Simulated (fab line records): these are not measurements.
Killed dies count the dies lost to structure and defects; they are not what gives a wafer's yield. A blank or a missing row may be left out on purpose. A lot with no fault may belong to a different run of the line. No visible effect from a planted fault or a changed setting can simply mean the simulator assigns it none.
Matching of chambers    flow nandHarc    NHARC_A_SLIT_DESCUM_14 on rieDiel-09: 4 sister chambers
The step chemistry O2, time 3 s. 8 wafers are shown with their chamber, then 12 later ones without.

EACH WAFER AND ITS CHAMBER
wafer   chamber  drypumpMotorCurrentA (A)  oesProductAu (a.u.)
L081.6  3        6.3                       1.005
L083.6  3        6.4                       1.004
L084.2  2        5.9                       1.001
L084.3  0        5.6                       0.993
L084.5  1        5.8                       1.000
L087.4  2        5.9                       1.014
L087.5  0        5.6                       0.984
L087.6  1        5.8                       1.002

WAFERS WITH NO CHAMBER GIVEN
wafer   drypumpMotorCurrentA (A)  oesProductAu (a.u.)
L088.1  5.8                       0.996
L088.3  6.3                       1.001
L088.4  5.7                       0.990
L091.1  5.7                       0.986
L091.2  5.9                       1.002
L091.5  6.3                       0.995
L094.1  5.6                       0.979
L094.4  5.8                       1.003
L094.6  5.6                       0.992
L096.1  6.3                       0.997
L096.3  5.6                       0.994
L096.6  5.6                       0.995

WHICH CHAMBER EACH WENT THROUGH
wafer    from the rows above       in truth
L088.1   1                         1
L088.3   3                         3
L088.4   can't be placed: 0 or 1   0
L091.1   can't be placed: 0 or 1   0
L091.2   can't be placed: 2 or 1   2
L091.5   3                         3
L094.1   0                         0
L094.4   1                         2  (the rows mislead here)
L094.6   0                         0
L096.1   3                         3
L096.3   0                         0
L096.6   0                         0
Placed correctly: 8 of 12. Cannot be placed on the basis of these rows: 3; the candidates contain the true chamber in 3. Placed wrongly: 1.
How it was worked out, from the rows above alone: a wafer's distance from a chamber is the root of the sum, over the readings, of the square of ((its reading less the chamber's mean) divided by the reading's scatter). The wafer belongs to the nearest chamber; if the next one is less than 2 further off, it can't be placed. The mean given for a chamber averages the wafers shown for that chamber. How the scatter is found: for the shown wafers, subtract from each reading the mean of its chamber, square and add these, divide the total by (wafers less chambers), then take the root.
